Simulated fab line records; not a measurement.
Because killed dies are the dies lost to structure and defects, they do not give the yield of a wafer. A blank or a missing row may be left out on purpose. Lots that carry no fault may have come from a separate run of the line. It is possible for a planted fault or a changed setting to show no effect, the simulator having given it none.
Matching of chambers || flow n5 finfet || 4 sister chambers for N5_BEOL_M11_STRIP_36 on rie diel-03
The step strips in N2/H2. 4 wafers are shown with their chamber, then 10 later ones without.

== WAFERS PAIRED WITH THEIR CHAMBERS ==
{"wafer": "L082.5", "chamber": 0, "showerhead plenum p Torr (Torr)": 2.48}
{"wafer": "L086.6", "chamber": 1, "showerhead plenum p Torr (Torr)": 2.60}
{"wafer": "L088.2", "chamber": 3, "showerhead plenum p Torr (Torr)": 2.56}
{"wafer": "L088.3", "chamber": 2, "showerhead plenum p Torr (Torr)": 2.48}

== WAFERS WITHOUT THEIR CHAMBER ==
{"wafer": "L088.6", "showerhead plenum p Torr (Torr)": 2.56}
{"wafer": "L085.3", "showerhead plenum p Torr (Torr)": 2.60}
{"wafer": "L085.4", "showerhead plenum p Torr (Torr)": 2.56}
{"wafer": "L085.5", "showerhead plenum p Torr (Torr)": 2.48}
{"wafer": "L092.2", "showerhead plenum p Torr (Torr)": 2.59}
{"wafer": "L092.4", "showerhead plenum p Torr (Torr)": 2.48}
{"wafer": "L092.5", "showerhead plenum p Torr (Torr)": 2.55}
{"wafer": "L095.4", "showerhead plenum p Torr (Torr)": 2.48}
{"wafer": "L095.5", "showerhead plenum p Torr (Torr)": 2.48}
{"wafer": "L095.6", "showerhead plenum p Torr (Torr)": 2.55}

== WHICH CHAMBER EACH WENT THROUGH ==
{"wafer": "L088.6", "from the rows above": 3, "in truth": 3}
{"wafer": "L085.3", "from the rows above": 1, "in truth": 1}
{"wafer": "L085.4", "from the rows above": 3, "in truth": 3}
{"wafer": "L085.5", "from the rows above": "can't be placed: 0 or 2", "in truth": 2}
{"wafer": "L092.2", "from the rows above": 1, "in truth": 1}
{"wafer": "L092.4", "from the rows above": "can't be placed: 0 or 2", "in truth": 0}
{"wafer": "L092.5", "from the rows above": 3, "in truth": 3}
{"wafer": "L095.4", "from the rows above": "can't be placed: 0 or 2", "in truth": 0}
{"wafer": "L095.5", "from the rows above": "can't be placed: 0 or 2", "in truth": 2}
{"wafer": "L095.6", "from the rows above": 3, "in truth": 3}
Placed correctly: 6 of 10. Cannot be placed on the basis of these rows: 4; the candidates contain the true chamber in 4. Wrongly placed: 0.
How it was worked out, from the rows above alone: a wafer's distance from a chamber is the root of the sum, over the readings, of the square of ((its reading less the chamber's mean) divided by the reading's scatter). The wafer belongs to the nearest chamber; if the next one is less than 2 further off, it can't be placed. For every chamber, the mean is computed from those of its wafers that are shown. The scatter (one wafer shown for each chamber): square how far every hidden wafer sits from the nearest shown wafer, average those squares and take the square root.
